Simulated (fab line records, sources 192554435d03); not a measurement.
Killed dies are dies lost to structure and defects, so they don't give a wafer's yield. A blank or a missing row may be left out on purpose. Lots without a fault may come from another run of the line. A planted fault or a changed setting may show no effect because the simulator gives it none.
A struck lot beside a sound one | flow n5_finfet | 28 steps out of a route of 1938
Sound: wafers L902.2, L902.3, L902.5. Struck: wafers L909.3, L909.6. The cause comes at the end.
At each step with rows: each side's tool, then ch and its chambers, then its first start. Under that, the readings that differ: sound wafers | struck wafers | difference of the means | sigmas: that difference in standard deviations of wafers without a fault.
alike: readings whose means differ by less than 2 such deviations, and words and numbers that are the same on both sides. not compared: withheld readings, readings that some wafer has no value for, bounds like >300 that may hide the same value, and numbers for which the record gives no deviation and whose values overlap.
The two part at a step that has a row with sigmas, a row that says differs or no value, or rows on one side only. Numbers that don't overlap but have no deviation are shown without sigmas and don't part them. A reading that every wafer of one side lacks parts them only if that side has two wafers or more.

N5_SD_EPI_N_EPI_MEAS_23:
  sound on film_metro-01, day 5 06:44; struck on film_metro-02, day 6 21:19
  alike: thk_nm
then, 3 steps without rows for these wafers: N5_SD_EPI_N_PRECLEAN_24 (cleans in O3/DIW, time 60 s); N5_SD_EPI_N_SRD_25 (time 30 s); N5_SD_EPI_N_PRECLEAN_49 (cleans in NF3:NH3, afs cycles 1, time 20 s, sublimation time 60 s).
N5_SD_EPI_N_LINER_46: material SiNx, target thk 3 nm.
  sound on ald_sin-01 ch 0,1,2, day 5 07:03; struck on ald_sin-01 ch 0,2, day 6 21:37
  alike: heater_power_w
N5_SD_EPI_N_INSPECT_26: inspects for defects (darkfield).
  sound on defect_inspect-02, day 5 07:18; struck on defect_inspect-02, day 6 21:52
  alike: raw_defect_count
then, 6 steps without rows for these wafers: N5_SD_EPI_P_COAT_34 (time 60 s, resist thk 350 nm); N5_SD_EPI_P_COAT_35 (time 60 s, resist thk 35 nm); N5_SD_EPI_P_COAT_03 (resist thk 150 nm); N5_SD_EPI_P_EBR_05; N5_SD_EPI_P_SOFTBAKE_04 (time 60 s); N5_SD_EPI_P_EXPOSE_06 (exposes mask SD P BLK, target cd 240 nm).
N5_SD_EPI_P_PEB_07: peb time 60 s.
  sound on litho_track-02 ch 0, day 5 07:31; struck on litho_track-02 ch 0, day 6 22:12
  reading                  | sound             | struck      | difference | sigmas
  heater_power_total_W (W) | 176.0 174.1 176.2 | 241.0 239.1 | +64.6      | +40
then, 1 step without rows for these wafers: N5_SD_EPI_P_DEVELOP_08 (develop time 30 s).
N5_SD_EPI_P_CD_MEAS_09: target cd 240 nm.
  sound on cd_sem-03 ch 0, day 5 07:34; struck on cd_sem-03 ch 0, day 6 22:16
  reading    | sound             | struck      | difference | sigmas
  cd_nm (nm) | 241.1 240.9 241.4 | 220.4 220.9 | -20.5      | -28
N5_SD_EPI_P_OVL_MEAS_10:
  sound on overlay-01 ch 0, day 5 07:36; struck on overlay-02 ch 0, day 6 22:18
  alike: SD_P_BLK_OVL
N5_SD_EPI_P_INSPECT_11: inspects for defects (macro).
  sound on defect_inspect-01, day 5 07:38; struck on defect_inspect-01, day 6 22:19
  alike: raw_defect_count
N5_SD_EPI_P_DESCUM_14: chemistry O2, time 7.9 s.
  sound on rie_diel-04 ch 0,1,2, day 5 07:40; struck on rie_diel-02 ch 1,2, day 6 22:53
  reading                   | sound           | struck      | difference | sigmas
  model.SD_EPI_P.cd_nm (nm) | 241 240.8 241.6 | 220.8 220.8 | -20.3      |
  alike: drypump_motor_current_A, oes_product_au, rf_vpp_V, showerhead_plenum_p_Torr, temp_c, throttle_valve_pct
  not compared: rf_hours_counter_h
N5_SD_EPI_P_ETCH_36: etches SiARC in CF4, target depth 45.5 nm, time 75.8 s.
  sound on rie_diel-04 ch 0,1,2, day 5 07:42; struck on rie_diel-02 ch 1,2, day 6 22:55
  alike: drypump_motor_current_A, etch_rf_on_time_s, oes_product_au, rf_vpp_V, showerhead_plenum_p_Torr, throttle_valve_pct
  not compared: rf_hours_counter_h
then, 2 steps without rows for these wafers: N5_SD_EPI_P_ETCH_37 (etches SOC in N2/H2, overetch 108 nm, time 486 s); N5_SD_EPI_P_STRIP_38 (strips in N2/H2).
N5_SD_EPI_P_ETCHBACK_46: etches SiNx in CH3F/O2, stops on SiO2, target depth 17.5 nm.
  sound on rie_diel-04 ch 0,1,2, day 5 08:05; struck on rie_diel-02 ch 1,2, day 6 23:18
  alike: drypump_motor_current_A, oes_product_au, rf_vpp_V, showerhead_plenum_p_Torr, throttle_valve_pct
  not compared: rf_hours_counter_h
N5_SD_EPI_P_ETCH_47: etches SiOCN in CH3F/O2, target depth 25 nm.
  sound on rie_diel-04 ch 0,1,2, day 5 08:11; struck on rie_diel-02 ch 1,2, day 6 23:24
  alike: drypump_motor_current_A, oes_product_au, rf_vpp_V, showerhead_plenum_p_Torr, throttle_valve_pct
  not compared: rf_hours_counter_h
N5_SD_EPI_P_ETCH_16: etches SiO2 in CHF3/O2, target depth 5 nm.
  sound on rie_diel-04 ch 0,1,2, day 5 08:17; struck on rie_diel-02 ch 1,2, day 6 23:30
  alike: drypump_motor_current_A, oes_product_au, rf_vpp_V, showerhead_plenum_p_Torr, throttle_valve_pct
  not compared: rf_hours_counter_h
then, 1 step without rows for these wafers: N5_SD_EPI_P_STRIP_50 (strips in CHF3/O2).
N5_SD_EPI_P_SD_RECESS_17: chemistry HBr/Cl2/O2, target depth 39.1 nm, bt time 3 s.
  sound on rie_si-05 ch 0,2, day 5 08:21; struck on rie_si-05 ch 1,3, day 6 23:35
  reading                   | sound             | struck      | difference | sigmas
  throttle_valve_pct (%)    | 36.58 36.59 36.59 | 37.24 37.26 | +0.66      | +2
  model.SD_EPI_P.cd_nm (nm) | 240.4 242.2 239.6 | 220 221     | -20        |
  alike: drypump_motor_current_A, oes_product_au
  not compared: rf_hours_counter_h
then, 1 step without rows for these wafers: N5_SD_EPI_P_WET_ETCH_45 (etches SiO2 in dHF, time 10.7 s, target depth 2 nm, rinse time 30 s).
-- the record jumps here: 10 days lie between the struck wafers' starts before and after (it left off in module SD_EPI_P and takes up again in module PASSIVATION, whose first step shown is number 1936 of the route) --
N5_PASSIVATION_PROBE_49:
  the record has rows for the struck wafers here (prober-01, day 17 05:56) and none for the sound ones

WHERE THEY PART
First at N5_SD_EPI_P_PEB_07; last, within this record, at N5_PASSIVATION_PROBE_49.

WHY: what the simulator had put in
Process parameter drift: litho_track-02, from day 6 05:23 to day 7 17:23, at N5_SD_EPI_P_PEB_07. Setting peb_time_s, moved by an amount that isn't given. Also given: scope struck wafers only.
